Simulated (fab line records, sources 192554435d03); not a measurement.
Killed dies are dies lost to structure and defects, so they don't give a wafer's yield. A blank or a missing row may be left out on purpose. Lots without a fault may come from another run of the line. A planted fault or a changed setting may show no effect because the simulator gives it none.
fab line records | flow n5_finfet
record lots=24 wafers=72 last_day=19
route steps=1938 shown BEOL_M14@1733 BEOL_M15@1785
lots that met no fault: from a run of the same line without faults
start_h: hours from the record's first day to the start of the lot's first wafer shown | wait_h: hours since the lot's step before | " the same as in the row above | L1.1+2: a row that stands for several wafers | - no value, or no start given | * or withheld: withheld | < > ~ a bound
route shown NAME@n: a module of which the file shows steps, and the number in the route of the first | usual: mean/standard deviation of fault-free wafers | same: alike in all rows | chamber/n: place in a boat | sites: the reading at each site | _std_site: their standard deviation | _edge_site: outer sites' mean less inner sites' | radius_mm: how far each site lies from the wafer's centre | mask NAME#n: copy n | behind: the tool/chamber that last shaped the wafer | hold: why the lot was held/for how many hours/how that ended | device: the transistor (n, p or np) that didn't switch | end of line: the same wafers' tests at the end of the route | a step without rows: its recipe alone | killed: dies lost to structure and defects at the first sort, not the wafer's yield | map: a wafer's dies, x killed, . not, _ none there
set.NAME: the setting as run; set.NAME@STEP: as run at that earlier step | model.NAME: the simulator's own value behind a step, which no gauge read
steps of the route over a sample of lots; a table a step, a row a wafer
services: from which hour (start_h, from the record's first day; less than 0 if before it) a tool's chamber was out of use, for how many hours, and why
## steps
# step N5_BEOL_M14_STRIP_64
# recipe chemistry=O2 power_w=600 temp_c=60 pressure_mtorr=30 rf_frequency_hz=6e+07 bias_power_w=0 overash_fraction=0.3 o2_flow_sccm=225
# usual drypump_motor_current_A=5.7/0.4 oes_product_au=0.81/0.081 rf_vpp_V=3.6/0.48 showerhead_plenum_p_Torr=2.11/0.059 throttle_valve_pct=16.71/0.2
# same bias_power_w=0
# columns lot.wafer tool chamber start_h wait_h drypump_motor_current_A oes_product_au rf_hours_counter_h rf_vpp_V showerhead_plenum_p_Torr throttle_valve_pct
L075.1 rie_diel-05 0 - - 5.7 0.70 234 3.9 2.15 16.73
L075.2 " 2 " " 6.6 0.82 79 3.9 2.05 16.90
L075.6 " 1 " " 5.9 0.81 - 3.9 2.01 16.53
L077.1 rie_diel-05 3 - - 5.4 0.69 241 3.6 2.17 17.07
L077.2 " 1 " " 5.9 0.81 88 2.9 2.01 16.53
L077.3 " 0 " " 5.7 0.69 237 3.8 2.15 16.74
L076.3 rie_diel-05 3 - - 5.4 0.69 242 3.5 2.17 17.06
L076.4 " 1 " " 5.9 0.80 89 3.6 2.01 16.54
L076.6 " 2 " " 6.6 0.81 - 3.8 2.05 16.92
L074.4 rie_diel-03 0 - - 5.5 0.68 217 3.0 2.08 16.99
L074.5 " 3 " " 5.9 0.88 - 4.4 2.13 16.78
L074.6 " 0 " " 5.5 0.69 - 3.9 2.08 17.00
L079.1 rie_diel-02 3 - - 5.7 0.67 245 4.3 1.99 17.07
L079.3 " 0 " " 6.3 0.82 86 3.5 2.23 16.72
L079.4 " 1 " " 5.4 0.80 90 3.0 2.14 16.51
L078.2 rie_diel-03 1 - - 5.4 0.92 24 3.4 2.15 16.64
L078.3 " 0 " " 5.4 0.68 224 3.8 2.08 17.01
L078.6 " 1 " " 5.4 0.92 - 3.9 2.15 16.62
L081.1 rie_diel-05 1 - - 5.9 0.79 101 2.5 2.00 16.57
L081.4 " 1 " " 5.9 0.79 - 4.0 2.00 16.60
L081.5 " 2 " " 6.6 0.81 - 3.4 2.05 16.94
L080.1 rie_diel-03 1 - - 5.5 0.91 31 3.6 2.15 16.64
L080.4 " 3 " " 5.9 0.85 59 2.9 2.13 16.77
L080.5 " 1 " " 5.4 0.91 - 3.8 2.14 16.65
L083.2 rie_diel-03 2 - - 5.2 0.81 75 3.9 2.10 16.39
L083.5 " 1 " " 5.4 0.90 - 3.7 2.14 16.65
L083.6 " 2 " " 5.2 0.81 - 4.1 2.10 16.38
L085.2 rie_diel-02 0 - - 6.2 0.81 108 3.0 2.22 16.74
L085.4 " 0 " " 6.2 0.82 - 3.3 2.22 16.76
L085.5 " 3 " " 5.7 0.95 - 3.0 2.25 16.62
L084.1 rie_diel-03 1 - - 5.4 0.89 42 3.8 2.14 16.67
L084.3 " 3 " " 5.9 0.85 66 3.4 2.12 16.78
L084.6 " 1 " " 5.5 0.88 - 3.9 2.14 16.65
L082.1 rie_diel-05 2 - - 6.6 0.79 107 4.0 2.05 16.97
L082.3 " 3 " " 5.4 0.98 7 3.9 2.17 16.60
L082.4 " 1 " " 5.9 0.77 - 3.0 2.00 16.60
L087.1 rie_diel-05 2 - - 6.6 0.80 107 2.8 2.05 16.94
L087.4 " 1 " " 5.9 0.79 - 3.9 2.00 16.59
L087.5 " 3 " " 5.4 0.99 - 3.6 2.17 16.60
L086.1 rie_diel-05 1 - - 5.9 0.78 115 3.7 2.00 16.60
L086.2 " 3 " " 5.4 0.98 8 3.4 2.17 16.59
L086.3 " 2 " " 6.6 0.80 108 3.1 2.04 16.95
L088.1 rie_diel-03 2 - - 5.2 0.80 90 3.6 2.10 16.41
L088.4 " 1 " " 5.4 0.87 50 4.4 2.14 16.69
L088.5 " 3 " " 5.9 0.83 - 3.5 2.12 16.81
L090.2 rie_diel-03 2 - - 5.2 0.80 90 3.7 2.10 16.40
L090.3 " 1 " " 5.5 0.87 50 3.7 2.14 16.67
L090.6 " 2 " " 5.2 0.80 - 3.6 2.10 16.42
L089.1 rie_diel-05 3 - - 5.4 0.95 16 4.1 2.16 16.62
L089.3 " 0 " " 5.6 0.96 7 3.9 2.14 16.33
L089.6 " 1 " " 5.9 0.76 - 3.7 2.00 16.62
L091.4 rie_diel-03 3 - - 5.9 0.82 - 4.7 2.12 16.81
L091.5 " 2 " " 5.2 0.79 - 3.4 2.10 16.40
L091.6 " 1 " " 5.5 0.87 - 3.6 2.14 16.68
L093.2 rie_diel-03 3 - - 5.9 0.82 80 4.2 2.12 16.82
L093.4 " 1 " " 5.5 0.87 - 3.3 2.14 16.69
L093.6 " 2 " " 5.2 0.79 - 3.2 2.10 16.42
L092.1 rie_diel-03 3 - - 5.9 0.81 81 4.0 2.12 16.83
L092.3 " 1 " " 5.5 0.87 57 3.8 2.14 16.70
L092.6 " 2 " " 5.2 0.79 - 3.5 2.10 16.43
L097.2 rie_diel-03 3 - - 5.9 0.82 84 3.3 2.12 16.81
L097.4 " 2 " " 5.2 0.79 - 3.8 2.10 16.43
L097.6 " 3 " " 5.9 0.83 - 4.1 2.12 16.84
L094.4 rie_diel-02 1 - - 5.4 0.76 132 3.3 2.12 16.59
L094.5 " 2 " " 5.5 0.73 - 3.4 2.17 16.77
L094.6 " 1 " " 5.4 0.77 - 4.2 2.12 16.60
L095.1 rie_diel-03 1 - - 5.5 0.86 66 4.2 2.13 16.70
L095.2 " 2 " " 5.2 0.78 107 2.9 2.09 16.44
L095.4 " 3 " " 5.9 0.81 92 3.0 2.12 16.83
L096.2 rie_diel-02 3 - - 5.7 0.88 30 3.9 2.24 16.64
L096.5 " 1 " " 5.4 0.76 - 3.3 2.12 16.59
L096.6 " 0 " " 6.2 0.78 - 4.3 2.21 16.80
# step N5_BEOL_M14_SPUTTER_43
# recipe material=TaN target_thk_a=150 temp_c=50 bias_v=168.6 power_w=15000 chamber_pressure_pa=0.12 time_s=24.19
# usual substrate_temp_c=50.01/0.11 throttle_valve_pct=29.9/0.73
# columns lot.wafer tool chamber start_h wait_h substrate_temp_c throttle_valve_pct
L075.1 pvd_sputter-03 - 275.49 0.0 49.90 31.2
L075.2 " - " " 50.11 29.2
L075.6 " - " " 49.95 28.7
L077.1 pvd_sputter-03 - 280.23 0.0 49.88 31.2
L077.2 " - " " 49.95 28.9
L077.3 " - " " 50.12 29.9
L076.3 pvd_sputter-01 - 289.38 0.0 49.91 30.7
L076.4 " - " " 49.93 29.6
L076.6 " - " " 50.12 29.9
L074.4 pvd_sputter-02 - 289.64 0.0 49.81 29.7
L074.5 " - " " 49.93 30.0
L074.6 " - " " 49.88 29.8
L079.1 pvd_sputter-02 - 312.59 0.0 50.07 30.9
L079.3 " - " " 50.07 30.0
L079.4 " - " " 50.23 29.1
L078.2 pvd_sputter-01 - 313.45 0.0 49.94 30.8
L078.3 " - " " 50.24 30.0
L078.6 " - " " 50.01 30.4
L081.1 pvd_sputter-02 - 324.00 0.0 50.05 29.9
L081.4 " - " " 50.03 30.9
L081.5 " - " " 49.87 29.4
L080.1 pvd_sputter-02 - 327.35 0.0 50.12 29.0
L080.4 " - " " 50.12 31.5
L080.5 " - " " 49.92 29.3
L083.2 pvd_sputter-01 - 339.51 0.0 49.96 30.6
L083.5 " - " " 49.87 30.5
L083.6 " - " " 50.02 30.0
L085.2 pvd_sputter-01 - 353.75 0.0 49.83 29.9
L085.4 " - " " 50.16 30.5
L085.5 " - " " 50.07 30.4
L084.1 pvd_sputter-03 - 358.95 0.0 50.21 29.0
L084.3 " - " " 50.08 30.1
L084.6 " - " " 50.03 30.0
L082.1 pvd_sputter-01 - 360.05 0.0 49.99 30.6
L082.3 " - " " 50.03 29.8
L082.4 " - " " 50.10 30.5
L087.1 pvd_sputter-03 - 360.07 0.0 50.03 28.7
L087.4 " - " " 49.98 31.2
L087.5 " - " " 49.87 31.1
L086.1 pvd_sputter-03 - 363.59 0.0 49.82 28.6
L086.2 " - " " 50.17 31.2
L086.3 " - " " 50.04 28.8
L088.1 pvd_sputter-01 - 379.07 0.0 50.29 30.0
L088.4 " - " " 50.03 29.9
L088.5 " - " " 50.02 30.4
L090.2 pvd_sputter-02 - 381.78 0.0 50.08 31.0
L090.3 " - " " 50.01 29.7
L090.6 " - " " 49.81 29.8
L089.1 pvd_sputter-02 - 385.72 0.0 49.94 30.9
L089.3 " - " " 50.14 30.3
L089.6 " - " " 49.82 29.6
L091.4 pvd_sputter-01 - 397.83 0.0 50.16 30.3
L091.5 " - " " 50.11 29.9
L091.6 " - " " 50.11 30.5
L093.2 pvd_sputter-03 - 400.37 0.0 50.05 30.9
L093.4 " - " " 49.97 29.1
L093.6 " - " " 50.06 30.1
L092.1 pvd_sputter-01 - 400.39 0.0 49.97 29.8
L092.3 " - " " 50.11 30.4
L092.6 " - " " 50.17 30.3
L097.2 pvd_sputter-03 - 402.97 0.0 49.85 28.8
L097.4 " - " " 50.08 30.1
L097.6 " - " " 49.94 30.0
L094.4 pvd_sputter-02 - 413.39 0.0 50.04 30.9
L094.5 " - " " 49.96 30.2
L094.6 " - " " 49.85 29.3
L095.1 pvd_sputter-03 - 424.95 0.0 50.06 28.9
L095.2 " - " " 50.16 30.1
L095.4 " - " " 50.02 31.0
L096.2 pvd_sputter-03 - 425.77 0.0 49.81 30.0
L096.5 " - " " 50.03 29.9
L096.6 " - " " 49.89 28.6
# step N5_BEOL_M14_SPUTTER_45
# recipe material=Cu target_thk_a=1000 temp_c=-20 bias_v=60 power_w=26000 chamber_pressure_pa=0.13 time_s=16.67
# usual substrate_temp_c=-20.00/0.098 throttle_valve_pct=30.0/0.72
# columns lot.wafer tool chamber start_h wait_h substrate_temp_c throttle_valve_pct
L075.1 pvd_sputter-03 - 275.65 0.0 -19.93 31.1
L075.2 " - " " -19.91 28.8
L075.6 " - " " -20.00 28.8
L077.1 pvd_sputter-03 - 280.39 0.0 -19.98 31.0
L077.2 " - " " -19.96 28.8
L077.3 " - " " -20.02 30.0
L076.3 pvd_sputter-01 - 289.54 0.0 -20.13 30.2
L076.4 " - " " -19.83 29.8
L076.6 " - " " -20.16 29.9
L074.4 pvd_sputter-02 - 289.80 0.0 -19.93 29.9
L074.5 " - " " -19.93 30.3
L074.6 " - " " -20.04 29.6
L079.1 pvd_sputter-02 - 312.75 0.0 -20.16 31.1
L079.3 " - " " -19.90 30.0
L079.4 " - " " -19.92 29.1
L078.2 pvd_sputter-01 - 313.61 0.0 -19.87 30.8
L078.3 " - " " -20.02 29.8
L078.6 " - " " -19.83 30.6
L081.1 pvd_sputter-02 - 324.16 0.0 -20.11 30.2
L081.4 " - " " -20.05 31.0
L081.5 " - " " -19.92 29.7
L080.1 pvd_sputter-02 - 327.51 0.0 -20.08 29.3
L080.4 " - " " -19.99 30.9
L080.5 " - " " -20.03 29.8
L083.2 pvd_sputter-01 - 339.67 0.0 -19.97 30.3
L083.5 " - " " -19.98 30.6
L083.6 " - " " -19.98 29.8
L085.2 pvd_sputter-01 - 353.91 0.0 -20.15 29.9
L085.4 " - " " -20.05 30.5
L085.5 " - " " -20.19 30.2
L084.1 pvd_sputter-03 - 359.11 0.0 -19.93 29.3
L084.3 " - " " -20.08 30.0
L084.6 " - " " -20.18 29.8
L082.1 pvd_sputter-01 - 360.21 0.0 -19.94 30.5
L082.3 " - " " -19.94 29.8
L082.4 " - " " -20.10 30.7
L087.1 pvd_sputter-03 - 360.23 0.0 -20.07 28.9
L087.4 " - " " -19.94 30.9
L087.5 " - " " -20.05 31.0
L086.1 pvd_sputter-03 - 363.75 0.0 -20.01 28.9
L086.2 " - " " -20.01 31.2
L086.3 " - " " -19.97 29.0
L088.1 pvd_sputter-01 - 379.23 0.0 -20.29 30.1
L088.4 " - " " -19.94 29.9
L088.5 " - " " -20.09 30.6
L090.2 pvd_sputter-02 - 381.94 0.0 -19.77 30.6
L090.3 " - " " -20.01 29.8
L090.6 " - " " -20.30 29.7
L089.1 pvd_sputter-02 - 385.88 0.0 -19.83 31.0
L089.3 " - " " -20.05 30.2
L089.6 " - " " -20.06 29.8
L091.4 pvd_sputter-01 - 397.99 0.0 -19.98 30.3
L091.5 " - " " -20.18 29.8
L091.6 " - " " -20.02 30.6
L093.2 pvd_sputter-03 - 400.53 0.0 -19.93 31.1
L093.4 " - " " -19.98 28.9
L093.6 " - " " -20.01 30.1
L092.1 pvd_sputter-01 - 400.55 0.0 -20.07 30.1
L092.3 " - " " -19.84 30.7
L092.6 " - " " -20.10 30.4
L097.2 pvd_sputter-03 - 403.13 0.0 -20.07 28.8
L097.4 " - " " -19.96 29.7
L097.6 " - " " -20.07 30.0
L094.4 pvd_sputter-02 - 413.55 0.0 -20.05 31.2
L094.5 " - " " -19.93 30.0
L094.6 " - " " -19.98 29.0
L095.1 pvd_sputter-03 - 425.11 0.0 -20.02 28.9
L095.2 " - " " -20.14 29.8
L095.4 " - " " -19.97 31.1
L096.2 pvd_sputter-03 - 425.93 0.0 -20.07 30.0
L096.5 " - " " -20.06 29.9
L096.6 " - " " -19.95 28.9
# step N5_BEOL_M15_INSPECT_12
# recipe mode=adi inspect_instrument=macro
# usual raw_defect_count=2.1/1.5
# columns lot.wafer tool chamber start_h wait_h raw_defect_count
L075.1 defect_inspect-02 - 277.34 0.0 5
L075.2 " - " " 6
L075.6 " - " " 3
L077.1 defect_inspect-02 - 282.40 0.0 3
L077.2 " - " " 3
L077.3 " - " " 1
L076.3 defect_inspect-02 - 291.90 0.0 0
L076.4 " - " " 1
L076.6 " - " " 1
L074.4 defect_inspect-02 - 291.94 0.0 2
L074.5 " - " " 1
L074.6 " - " " 3
L079.1 defect_inspect-02 - 314.47 0.0 0
L079.3 " - " " 2
L079.4 " - " " 3
L078.2 defect_inspect-02 - 315.42 0.0 4
L078.3 " - " " 1
L078.6 " - " " 3
L081.1 defect_inspect-02 - 326.26 0.0 1
L081.4 " - " " 2
L081.5 " - " " 0
L080.1 defect_inspect-02 - 330.32 0.3 2
L080.4 " - " " 2
L080.5 " - " " 6
L083.2 defect_inspect-02 - 341.49 0.0 2
L083.5 " - " " 1
L083.6 " - " " 3
L085.2 defect_inspect-01 - 355.64 0.0 2
L085.4 " - " " 1
L085.5 " - " " 4
L084.1 defect_inspect-01 - 360.94 0.0 3
L084.3 " - " " 2
L084.6 " - " " 3
L082.1 defect_inspect-02 - 361.91 0.0 1
L082.3 " - " " 2
L082.4 " - " " 1
L087.1 defect_inspect-01 - 362.12 0.0 2
L087.4 " - " " 1
L087.5 " - " " 3
L086.1 defect_inspect-01 - 365.80 0.0 2
L086.2 " - " " 3
L086.3 " - " " 2
L088.1 defect_inspect-02 - 381.09 0.0 1
L088.4 " - " " 1
L088.5 " - " " 3
L090.2 defect_inspect-02 - 383.77 0.0 3
L090.3 " - " " 9
L090.6 " - " " 2
L089.1 defect_inspect-01 - 387.75 0.0 0
L089.3 " - " " 1
L089.6 " - " " 0
L091.4 defect_inspect-02 - 400.06 0.0 2
L091.5 " - " " 2
L091.6 " - " " 0
L093.2 defect_inspect-02 - 402.23 0.0 1
L093.4 " - " " 2
L093.6 " - " " 0
L092.1 defect_inspect-01 - 402.41 0.0 3
L092.3 " - " " 2
L092.6 " - " " 4
L097.2 defect_inspect-01 - 404.95 0.0 0
L097.4 " - " " 2
L097.6 " - " " 3
L094.4 defect_inspect-02 - 415.37 0.0 2
L094.5 " - " " 2
L094.6 " - " " 1
L095.1 defect_inspect-01 - 427.24 0.0 2
L095.2 " - " " 5
L095.4 " - " " 2
L096.2 defect_inspect-01 - 427.77 0.0 2
L096.5 " - " " 2
L096.6 " - " " 5
# step N5_BEOL_M15_STRIP_36
# recipe chemistry=O2 power_w=600 temp_c=60 pressure_mtorr=30 rf_frequency_hz=6e+07 bias_power_w=0 overash_fraction=0.3 o2_flow_sccm=225
# usual drypump_motor_current_A=5.5/0.35 oes_product_au=0.81/0.078 rf_vpp_V=3.7/0.88 showerhead_plenum_p_Torr=2.07/0.054 throttle_valve_pct=16.64/0.26
# same bias_power_w=0
# columns lot.wafer tool chamber start_h wait_h drypump_motor_current_A oes_product_au rf_hours_counter_h rf_vpp_V showerhead_plenum_p_Torr throttle_valve_pct
L075.1 rie_diel-04 0 279.47 0.0 5.3 0.94 7 2.4 2.14 16.71
L075.2 " 3 " " 5.1 0.88 44 4.1 2.05 16.54
L075.6 " 1 " " 5.6 0.93 - 3.7 2.14 16.68
L077.1 rie_diel-04 0 288.63 4.3 5.3 0.92 12 3.6 2.14 16.73
L077.2 " 1 " " 5.6 0.91 27 3.8 2.14 16.69
L077.3 " 3 " " 5.2 0.86 49 3.9 2.05 16.58
L076.3 rie_diel-01 1 294.92 1.0 5.7 0.75 189 3.7 2.17 16.78
L076.4 " 3 " " 5.3 0.81 125 3.1 2.09 16.58
L076.6 " 2 " " 5.1 0.82 - 2.9 2.09 16.62
L074.4 rie_diel-04 3 295.00 0.6 5.2 0.86 - 3.5 2.05 16.55
L074.5 " 1 " " 5.6 0.90 - 4.4 2.14 16.70
L074.6 " 0 " " 5.3 0.90 - 3.4 2.14 16.72
L079.1 rie_diel-06 1 316.76 0.1 5.8 0.89 20 3.5 2.04 16.17
L079.3 " 0 " " 5.5 0.70 216 3.5 1.99 17.13
L079.4 " 2 " " 5.3 0.79 96 3.9 2.13 16.42
L078.2 rie_diel-04 0 318.98 0.9 5.3 0.91 21 3.1 2.14 16.74
L078.3 " 3 " " 5.1 0.84 60 2.5 2.05 16.59
L078.6 " 1 " " 5.6 0.89 - 5.3 2.14 16.73
L081.1 rie_diel-06 3 329.36 1.2 4.9 0.69 228 3.7 2.04 16.73
L081.4 " 0 " " 5.5 0.69 220 2.9 1.99 17.15
L081.5 " 1 " " 5.8 0.92 - 4.0 2.04 16.17
L080.1 rie_diel-06 0 333.91 1.4 5.5 0.69 222 3.8 1.99 17.18
L080.4 " 3 " " 4.9 0.68 230 3.2 2.04 16.77
L080.5 " 1 " " 5.7 0.92 - 3.5 2.04 16.20
L083.2 rie_diel-06 2 346.89 3.2 5.3 0.77 104 3.1 2.13 16.49
L083.5 " 0 " " 5.5 0.69 - 1.9 1.98 17.17
L083.6 " 1 " " 5.7 0.89 - 5.2 2.04 16.18
L085.2 rie_diel-01 1 358.58 1.0 5.7 0.74 208 4.0 2.17 16.82
L085.4 " 0 " " 6.4 0.86 59 4.6 2.04 16.30
L085.5 " 3 " " 5.3 0.79 - 3.0 2.08 16.67
L084.1 rie_diel-06 2 363.05 0.1 5.3 0.78 109 2.0 2.12 16.53
L084.3 " 0 " " 5.5 0.69 231 3.1 1.98 17.15
L084.6 " 0 " " 5.5 0.69 - 2.5 1.98 17.18
L082.1 rie_diel-06 0 364.33 0.5 5.5 0.70 232 2.4 1.98 17.19
L082.3 " 2 " " 5.3 0.76 110 4.1 2.12 16.51
L082.4 " 1 " " 5.8 0.89 32 2.9 2.04 16.22
L087.1 rie_diel-04 1 364.41 0.1 5.6 0.86 57 3.6 2.13 16.75
L087.4 " 1 " " 5.6 0.86 - 3.9 2.13 16.75
L087.5 " 1 " " 5.6 0.86 - 2.9 2.13 16.75
L086.1 rie_diel-01 1 374.78 7.1 5.8 0.72 214 3.7 2.17 16.84
L086.2 " 0 " " 6.4 0.86 65 5.8 2.04 16.30
L086.3 " 2 " " 5.1 0.79 131 3.4 2.08 16.66
L088.1 rie_diel-01 1 391.89 8.9 5.8 0.72 219 3.2 2.16 16.83
L088.4 " 2 " " 5.1 0.78 136 2.3 2.08 16.63
L088.5 " 2 " " 5.1 0.79 - 5.2 2.08 16.64
L090.2 rie_diel-06 1 392.32 6.7 5.7 0.87 43 2.6 2.03 16.22
L090.3 " 0 " " 5.5 0.70 242 3.0 1.98 17.23
L090.6 " 0 " " 5.5 0.69 - 3.7 1.98 17.17
L089.1 rie_diel-01 2 396.75 6.9 5.1 0.78 137 3.9 2.08 16.65
L089.3 " 1 " " 5.7 0.72 220 3.0 2.16 16.82
L089.6 " 1 " " 5.8 0.71 - 5.2 2.16 16.80
L091.4 rie_diel-01 3 403.55 1.7 5.3 0.77 - 5.3 2.07 16.67
L091.5 " 0 " " 6.4 0.83 - 3.2 2.03 16.30
L091.6 " 2 " " 5.1 0.78 - 4.6 2.08 16.67
L093.2 rie_diel-06 1 408.58 4.3 5.7 0.86 49 2.6 2.03 16.23
L093.4 " 0 " " 5.5 0.69 - 3.4 1.98 17.20
L093.6 " 1 " " 5.8 0.86 - 2.6 2.03 16.22
L092.1 rie_diel-04 0 412.91 8.3 5.3 0.84 55 2.5 2.12 16.77
L092.3 " 2 " " 5.6 0.71 179 4.0 1.99 16.63
L092.6 " 1 " " 5.6 0.85 - 3.1 2.13 16.81
L097.2 rie_diel-06 3 415.96 9.0 4.9 1.00 0 3.7 2.03 16.30
L097.4 " 2 " " 5.3 0.78 - 2.6 2.12 16.51
L097.6 " 1 " " 5.8 0.87 - 3.8 2.03 16.24
L094.4 rie_diel-01 0 420.23 2.9 6.4 0.84 - 4.2 2.03 16.29
L094.5 " 2 " " 5.1 0.78 - 5.1 2.08 16.66
L094.6 " 3 " " 5.3 0.77 - 3.6 2.07 16.64
L095.1 rie_diel-04 0 431.68 2.7 5.3 0.84 60 4.8 2.12 16.80
L095.2 " 3 " " 5.2 0.81 102 2.9 2.03 16.62
L095.4 " 1 " " 5.6 0.84 77 3.8 2.12 16.78
L096.2 rie_diel-04 3 435.43 5.8 5.1 0.80 103 3.4 2.03 16.66
L096.5 " 1 " " 5.6 0.82 - 2.8 2.12 16.82
L096.6 " 2 " " 5.6 0.70 - 3.2 1.98 16.61
# step N5_BEOL_M15_STRIP_37
# recipe chemistry=O2 power_w=600 temp_c=60 pressure_mtorr=30 rf_frequency_hz=6e+07 bias_power_w=0 overash_fraction=0.3 o2_flow_sccm=225
# usual drypump_motor_current_A=5.5/0.35 oes_product_au=0.81/0.078 rf_vpp_V=3.7/0.64 showerhead_plenum_p_Torr=2.07/0.054 throttle_valve_pct=16.64/0.26
# same bias_power_w=0
# columns lot.wafer tool chamber start_h wait_h drypump_motor_current_A oes_product_au rf_hours_counter_h rf_vpp_V showerhead_plenum_p_Torr throttle_valve_pct
L075.1 rie_diel-04 0 - - 5.3 0.93 7 4.2 2.14 16.70
L075.2 " 3 " " 5.1 0.88 44 3.0 2.05 16.55
L075.6 " 1 " " 5.6 0.94 - 3.8 2.14 16.70
L077.1 rie_diel-04 0 - - 5.3 0.92 12 5.3 2.14 16.72
L077.2 " 1 " " 5.6 0.93 27 4.0 2.14 16.70
L077.3 " 3 " " 5.1 0.87 49 3.8 2.05 16.56
L076.3 rie_diel-01 1 - - 5.8 0.75 189 4.1 2.18 16.77
L076.4 " 3 " " 5.3 0.81 126 3.8 2.09 16.61
L076.6 " 2 " " 5.1 0.82 - 3.0 2.09 16.58
L074.4 rie_diel-04 3 - - 5.1 0.86 - 2.8 2.05 16.55
L074.5 " 1 " " 5.6 0.89 - 4.3 2.14 16.70
L074.6 " 0 " " 5.3 0.91 - 3.5 2.14 16.73
L079.1 rie_diel-06 1 - - 5.8 0.91 20 3.8 2.04 16.19
L079.3 " 0 " " 5.5 0.71 216 3.6 1.99 17.16
L079.4 " 2 " " 5.3 0.79 96 3.1 2.13 16.48
L078.2 rie_diel-04 0 - - 5.3 0.89 21 3.9 2.14 16.76
L078.3 " 3 " " 5.1 0.85 60 5.6 2.05 16.58
L078.6 " 1 " " 5.6 0.89 - 4.1 2.14 16.74
L081.1 rie_diel-06 3 - - 4.9 0.69 228 2.6 2.04 16.73
L081.4 " 0 " " 5.5 0.69 220 4.1 1.99 17.17
L081.5 " 1 " " 5.7 0.91 - 3.8 2.04 16.21
L080.1 rie_diel-06 0 - - 5.5 0.70 222 4.2 1.99 17.17
L080.4 " 3 " " 4.9 0.69 230 4.1 2.04 16.75
L080.5 " 1 " " 5.8 0.91 - 3.0 2.04 16.19
L083.2 rie_diel-06 2 - - 5.4 0.79 104 3.9 2.13 16.47
L083.5 " 0 " " 5.5 0.69 - 3.2 1.99 17.17
L083.6 " 1 " " 5.8 0.89 - 3.0 2.04 16.20
L085.2 rie_diel-01 1 - - 5.8 0.72 208 2.8 2.17 16.79
L085.4 " 0 " " 6.4 0.85 59 3.3 2.04 16.29
L085.5 " 3 " " 5.3 0.79 - 3.8 2.08 16.65
L084.1 rie_diel-06 2 - - 5.3 0.78 110 3.4 2.12 16.48
L084.3 " 0 " " 5.5 0.70 231 4.0 1.98 17.19
L084.6 " 0 " " 5.5 0.70 - 3.9 1.98 17.18
L082.1 rie_diel-06 0 - - 5.5 0.69 232 3.3 1.98 17.19
L082.3 " 2 " " 5.4 0.78 110 4.3 2.12 16.48
L082.4 " 1 " " 5.7 0.88 32 3.4 2.04 16.20
L087.1 rie_diel-04 1 - - 5.6 0.86 57 3.7 2.13 16.77
L087.4 " 1 " " 5.6 0.86 - 4.3 2.13 16.76
L087.5 " 1 " " 5.6 0.86 - 4.2 2.13 16.77
L086.1 rie_diel-01 1 - - 5.8 0.72 214 2.7 2.17 16.84
L086.2 " 0 " " 6.3 0.84 65 3.0 2.04 16.31
L086.3 " 2 " " 5.1 0.79 131 2.9 2.08 16.64
L088.1 rie_diel-01 1 - - 5.8 0.72 219 5.0 2.16 16.80
L088.4 " 2 " " 5.1 0.79 136 3.8 2.08 16.66
L088.5 " 2 " " 5.1 0.79 - 4.6 2.08 16.66
L090.2 rie_diel-06 1 - - 5.8 0.87 43 4.6 2.03 16.21
L090.3 " 0 " " 5.5 0.68 243 3.2 1.98 17.20
L090.6 " 0 " " 5.5 0.69 - 5.1 1.98 17.23
L089.1 rie_diel-01 2 - - 5.1 0.78 137 3.9 2.08 16.67
L089.3 " 1 " " 5.8 0.72 220 2.6 2.16 16.81
L089.6 " 1 " " 5.7 0.72 - 4.1 2.16 16.80
L091.4 rie_diel-01 3 - - 5.3 0.78 - 3.8 2.07 16.66
L091.5 " 0 " " 6.4 0.84 - 3.6 2.03 16.32
L091.6 " 2 " " 5.1 0.78 - 3.0 2.08 16.65
L093.2 rie_diel-06 1 - - 5.8 0.85 49 2.4 2.03 16.22
L093.4 " 0 " " 5.5 0.69 - 4.0 1.98 17.20
L093.6 " 1 " " 5.8 0.86 - 2.9 2.03 16.22
L092.1 rie_diel-04 0 - - 5.3 0.83 55 4.2 2.12 16.81
L092.3 " 2 " " 5.5 0.72 179 4.3 1.99 16.63
L092.6 " 1 " " 5.6 0.84 - 3.9 2.13 16.79
L097.2 rie_diel-06 3 - - 4.9 0.98 1 3.5 2.03 16.33
L097.4 " 2 " " 5.4 0.77 - 4.6 2.12 16.51
L097.6 " 1 " " 5.8 0.86 - 3.4 2.03 16.24
L094.4 rie_diel-01 0 - - 6.3 0.83 - 3.2 2.03 16.35
L094.5 " 2 " " 5.1 0.77 - 3.2 2.07 16.67
L094.6 " 3 " " 5.3 0.77 - 3.0 2.07 16.66
L095.1 rie_diel-04 0 - - 5.3 0.85 60 3.6 2.12 16.80
L095.2 " 3 " " 5.2 0.79 102 3.1 2.03 16.64
L095.4 " 1 " " 5.6 0.84 77 3.0 2.12 16.79
L096.2 rie_diel-04 3 - - 5.2 0.79 103 3.7 2.03 16.66
L096.5 " 1 " " 5.6 0.83 - 3.2 2.12 16.81
L096.6 " 2 " " 5.6 0.71 - 2.9 1.98 16.62
## services
# columns tool chamber start_h hours kind
rie_diel-04 0 247.43 - clean
rie_diel-04 0 247.43 - consumable_replace:focus_ring
rie_diel-03 - 251.20 0.3 repair
rie_diel-04 2 263.90 132.0 repair
rie_diel-05 3 293.58 5.8 repair
rie_diel-04 0 299.51 10.4 repair
rie_diel-03 - 299.69 0.3 repair
rie_diel-02 2 340.01 10.3 repair
rie_diel-04 - 346.82 2.8 pm
rie_diel-06 1 355.26 8.1 repair
rie_diel-05 3 359.97 5.1 repair
rie_diel-04 0 361.54 4.1 repair
rie_diel-06 2 379.93 9.8 repair
rie_diel-06 3 391.55 - clean
rie_diel-06 3 391.55 - consumable_replace:focus_ring
rie_diel-06 3 391.55 23.5 scheduled_down
rie_diel-06 3 391.55 23.5 vent_cycle
rie_diel-04 1 394.79 8.6 repair
rie_diel-01 1 400.75 35.2 repair
rie_diel-04 3 409.51 2.2 repair
rie_diel-06 0 415.96 - clean
rie_diel-06 0 415.96 - consumable_replace:focus_ring
rie_diel-06 0 415.96 - consumable_replace:showerhead
pvd_sputter-03 - 420.30 3.7 repair
## key
fault none
